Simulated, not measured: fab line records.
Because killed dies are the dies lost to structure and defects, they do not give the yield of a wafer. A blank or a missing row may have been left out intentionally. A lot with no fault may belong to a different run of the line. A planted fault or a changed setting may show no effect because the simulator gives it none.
Matching of chambers :: flow n5Finfet :: N5_SD_EPI_P_ETCH_16 on rieDiel-05 has 4 sister chambers
The step etches SiO2 in CHF3/O2, target depth 5 nm. 4 wafers are shown with their chamber, then 6 later ones without.

## WAFERS WITH THEIR CHAMBER
wafer: L577.6
chamber: 2
showerheadPlenumPTorr (Torr): 2.46

wafer: L580.1
chamber: 0
showerheadPlenumPTorr (Torr): 2.53

wafer: L580.2
chamber: 3
showerheadPlenumPTorr (Torr): 2.39

wafer: L580.3
chamber: 1
showerheadPlenumPTorr (Torr): 2.41

## WAFERS MISSING THEIR CHAMBER
wafer: L582.4
showerheadPlenumPTorr (Torr): 2.53

wafer: L582.5
showerheadPlenumPTorr (Torr): 2.41

wafer: L582.6
showerheadPlenumPTorr (Torr): 2.53

wafer: L584.3
showerheadPlenumPTorr (Torr): 2.45

wafer: L584.4
showerheadPlenumPTorr (Torr): 2.52

wafer: L584.6
showerheadPlenumPTorr (Torr): 2.45

## THE CHAMBER EACH PASSED THROUGH
wafer: L582.4
from the rows above: 0
in truth: 0

wafer: L582.5
from the rows above: 1
in truth: 1

wafer: L582.6
from the rows above: 0
in truth: 0

wafer: L584.3
from the rows above: 2
in truth: 2

wafer: L584.4
from the rows above: 0
in truth: 0

wafer: L584.6
from the rows above: 2
in truth: 2
Correct placement for 6 of the 6. Can't be placed from these rows: 0. Number placed wrongly: 0.
How it was worked out, from the rows above alone: a wafer's distance from a chamber is the root of the sum, over the readings, of the square of ((its reading less the chamber's mean) divided by the reading's scatter). The wafer belongs to the nearest chamber; if the next one is less than 2 further off, it can't be placed. The mean given for a chamber averages the wafers shown for that chamber. The scatter: with one shown wafer a chamber, the root of the mean of the squares of how far each hidden wafer lies from its nearest shown one.
